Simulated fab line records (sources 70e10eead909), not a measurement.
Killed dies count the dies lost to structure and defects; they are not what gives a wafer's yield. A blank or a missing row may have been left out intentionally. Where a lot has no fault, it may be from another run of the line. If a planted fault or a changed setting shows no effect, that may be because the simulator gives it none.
Matching of chambers + flow nand_harc + NHARC_P_CONTACT_CMP_01 on cmp-02 has 4 sister chambers
The step polishes SiO2, target thk 200 nm. 14 wafers are shown with their chamber, then 7 later ones without.

WAFERS WITH THEIR CHAMBER
| wafer  | chamber | motor_current_A (A) | edge_zone_pressure_frac |
|--------|---------|---------------------|-------------------------|
| L435.3 | 2       | 12.2                | 1.001                   |
| L435.5 | 2       | 11.7                | 1.001                   |
| L435.6 | 3       | 11.6                | 0.997                   |
| L439.1 | 0       | 11.2                | 0.989                   |
| L439.4 | 3       | 12.2                | 1.001                   |
| L439.6 | 3       | 11.7                | 1.003                   |
| L443.1 | 0       | 10.5                | 1.007                   |
| L443.5 | 2       | 11.5                | 0.998                   |
| L443.6 | 1       | 13.4                | 0.996                   |
| L444.1 | 1       | 13.2                | 1.002                   |
| L444.5 | 1       | 13.6                | 0.997                   |
| L444.6 | 2       | 11.3                | 0.999                   |
| L445.2 | 1       | 13.0                | 1.000                   |
| L445.4 | 3       | 11.8                | 1.007                   |

SIGNATURES, as means of the wafers listed above
| reading                 | chamber 0 | chamber 1 | chamber 2 | chamber 3 | scatter within a chamber |
|-------------------------|-----------|-----------|-----------|-----------|--------------------------|
| motor_current_A         | 10.850    | 13.300    | 11.675    | 11.825    | 0.332                    |
| edge_zone_pressure_frac | 0.99800   | 0.99875   | 0.99975   | 1.00200   | 0.00493                  |
Rule: a wafer lies at a distance from a chamber equal to the root of the sum of squares, over the readings, of (its reading less the chamber's mean, divided by the reading's scatter). The wafer belongs to the nearest chamber; if the next one is less than 2 further off, it can't be placed. How the scatter is found: for the shown wafers, subtract from each reading the mean of its chamber, square and add these, divide the total by (wafers less chambers), then take the root.

WAFERS WITHOUT THEIR CHAMBER
| wafer  | motor_current_A (A) | edge_zone_pressure_frac |
|--------|---------------------|-------------------------|
| L445.6 | 13.6                | 1.003                   |
| L454.1 | 11.3                | 1.003                   |
| L454.2 | 13.0                | 0.994                   |
| L454.3 | 12.5                | 0.996                   |
| L457.1 | 13.2                | 0.990                   |
| L457.5 | 11.6                | 0.998                   |
| L457.6 | 13.2                | 0.994                   |

WHICH CHAMBER EACH ONE RAN IN
| wafer  | from the rows above          | in truth |
|--------|------------------------------|----------|
| L445.6 | 1                            | 1        |
| L454.1 | can't be placed: 2 or 3 or 0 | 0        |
| L454.2 | 1                            | 1        |
| L454.3 | can't be placed: 3 or 1 or 2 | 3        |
| L457.1 | 1                            | 1        |
| L457.5 | can't be placed: 2 or 3 or 0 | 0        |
| L457.6 | 1                            | 1        |
4 of 7 placed correctly. From these rows, 3 cannot be placed; in 3 the true chamber is one of the candidates. Wrongly placed: 0.
